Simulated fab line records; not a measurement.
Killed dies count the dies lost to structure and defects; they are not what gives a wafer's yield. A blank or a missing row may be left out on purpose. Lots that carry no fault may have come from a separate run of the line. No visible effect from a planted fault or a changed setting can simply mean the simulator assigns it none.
Problem report, 8D (eight disciplines) form, completed by code | flow n5Finfet | the parts of the form that need people (team, actions taken, sign-off) are left out

1. WHAT WENT WRONG
At N5_BEOL_M8_CD_MEAS_11, cdNm averages 43.5 nm over 6 wafers from 2 lots, while fault-free wafers read 38.5 nm, standard deviation 0.67. That puts it +7.5 standard deviations away from the usual mean.
The step: target cd 38.5 nm.
The first sign was on wafer L279.1 at day 15 09:12, on cdSem-02. The record holds 19 wafers of 7 lots with a number at this step. Rule for "out" (also "out of limits"): further than 4 standard deviations from the usual mean. Any other wafer with a number is counted as sound.

2. WHAT IT IS, AND WHAT IT ISN'T
question                    | is                     | is not
which readings at this step | cdNm                   | -
which lots                  | L279, L280             | L262, L264, L268, L282, L283
which wafers of those lots  | all that have a number | -
read on which gauges        | cdSem-02               | cdSem-01, cdSem-03
when                        | from day 15 09:12      | up to then (8 sound wafers); but 5 sound wafers of L282, L283 came after

3. WHAT RULES OUT EACH SUSPECT
Counting: any tool at a process step up to the reading is kept as a suspect provided that every lot that is out went through it and no sound lot did after the first of them.
- the gauge at N5_BEOL_M8_CD_MEAS_11 is ruled out. All the wafers that are out were read on cdSem-02, but those of them that N5_BEOL_M8_EXPOSE_08 has rows for are out there too, on other tools.
- pecvd-03 at N5_BEOL_M8_ILD_DEP_00 (deposits SiCOH lowk from DEMS/porogen, target thk 179.75 nm, time 33.4 s): ruled out as a lasting fault. After its first lot that is out, L279 (day 15 08:02), sound lots L282 ran on it.
- arfiScanner-03 at N5_BEOL_M8_EXPOSE_08 (exposes mask M8): kept. It processed each lot that is out, first L279 at day 15 09:04, and no sound lot thereafter; up to then, the last sound lot it processed was L264 at day 12 04:37. Its own readings are out on those wafers: exposureDoseMJCm2.
The count leaves arfiScanner-03 at N5_BEOL_M8_EXPOSE_08.

4. THE CAUSE (what the simulator had put in)
Process parameter drift: arfiScanner-03, from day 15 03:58 on, at N5_BEOL_M8_EXPOSE_08. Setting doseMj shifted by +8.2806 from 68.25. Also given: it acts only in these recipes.
After counting, this tool was the only one left.

5. SEQUENCE OF EFFECTS, ordered by route
Each row: a reading whose mean over the struck wafers that have a number lies more than 3 standard deviations from the usual. Scope: only readings with a usual standard deviation given in the record; hours: median across lots of the time from each lot's start at the first step in this table that gives one to its start at this step; sigmas: change in usual standard deviations.
hours | step                    | reading            | usual       | on struck wafers | change | sigmas
0     | N5_BEOL_M8_EXPOSE_08    | exposureDoseMJCm2  | 68.22       | 75.67            | +7.45  | +99 or more
0     | N5_BEOL_M8_CD_MEAS_11   | cdNm               | 38.5 nm     | 43.5             | +5.0   | +7.5
1     | N5_BEOL_M8_CD_MEAS_18   | cdNm               | 40.2 nm     | 45.2             | +5.0   | +6.7
64    | N5_BEOL_M15_RC_MEAS_101 | SERP_M8            | 13.5 ohm/um | 10.9             | -2.6   | -4.0
64    | N5_BEOL_M15_RC_MEAS_101 | SERP_M8_max_site   | 14.1 ohm/um | 11.3             | -2.8   | -4.1
79    | N5_PASSIVATION_PROBE_49 | defectLimitedYield | 91.1 %      | 79.7             | -11.4  | -8.8
79    | N5_PASSIVATION_PROBE_49 | killed_at_M4_up    | 16          | 143              | +127   | +21
79    | N5_PASSIVATION_PROBE_49 | killedDies         | 104         | 240              | +136   | +8.5
79    | N5_PASSIVATION_PROBE_49 | killedOnRim        | 14          | 66               | +52    | +13
79    | N5_PASSIVATION_PROBE_49 | sortNPass          | 1075        | 940              | -134   | -8.4
79    | N5_PASSIVATION_PROBE_49 | sortYieldPct       | 91.1 %      | 79.7             | -11.4  | -8.1
It contains these process steps:
- N5_BEOL_M8_EXPOSE_08: exposes mask M8.
- N5_PASSIVATION_PROBE_49
Later steps that measure or inspect, where all struck wafers having a row at the step show a number for every such reading and not one has moved that far: N5_BEOL_M8_INSPECT_13.

6. HOW IT WOULD HAVE BEEN CAUGHT EARLIER
5 hours passed between the start of the fault at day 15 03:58 and the first reading out of limits at a measuring or inspecting step in this record, taken at day 15 09:12.
Tool's own readings at N5_BEOL_M8_EXPOSE_08, exposureDoseMJCm2: out on all struck wafers the step has rows for; an alarm limit on them would have tripped on the first.
Among the 2 lots that are out, L280 began N5_BEOL_M8_EXPOSE_08 on arfiScanner-03 after day 15 09:12. Had the tool been put on hold then, it would have been spared.
